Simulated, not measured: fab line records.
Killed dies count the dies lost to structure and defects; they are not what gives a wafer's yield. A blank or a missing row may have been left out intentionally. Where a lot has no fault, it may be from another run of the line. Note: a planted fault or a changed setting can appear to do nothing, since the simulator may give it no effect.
Chamber matching ; flow nand harc ; 4 sister chambers for NHARC_P_M0_CMP_23 on cmp-03
The step polishes, t overpolish 20 s, target thk 117.54 nm. 4 wafers are shown with their chamber, then 7 later ones without.

== WAFERS, EACH WITH ITS CHAMBER ==
wafer;chamber;motor current A (A)
L879.5;1;13.1
L882.6;2;10.2
L883.2;0;12.5
L883.3;3;10.8

== WAFERS MISSING THEIR CHAMBER ==
wafer;motor current A (A)
L883.6;13.3
L885.1;10.6
L885.2;13.0
L885.5;10.4
L886.1;12.2
L886.2;10.1
L886.4;12.4

== WHICH CHAMBER EACH ONE RAN IN ==
wafer;from the rows above;in truth
L883.6;1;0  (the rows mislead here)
L885.1;can't be placed: 3 or 2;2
L885.2;1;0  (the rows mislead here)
L885.5;can't be placed: 2 or 3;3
L886.1;0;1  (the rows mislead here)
L886.2;2;2
L886.4;0;0
Correct placement for 2 of the 7. Can't be placed from these rows: 2 (the true chamber is among the candidates in 2). Number placed wrongly: 3.
How it was worked out, from the rows above alone: a wafer's distance from a chamber is the root of the sum, over the readings, of the square of ((its reading less the chamber's mean) divided by the reading's scatter). If the next closest chamber is less than 2 further off than the closest, the wafer can't be placed; otherwise it belongs to the closest. Each chamber's mean is taken over the wafers shown for it. The scatter (one wafer shown for each chamber): square how far every hidden wafer sits from the nearest shown wafer, average those squares and take the square root.
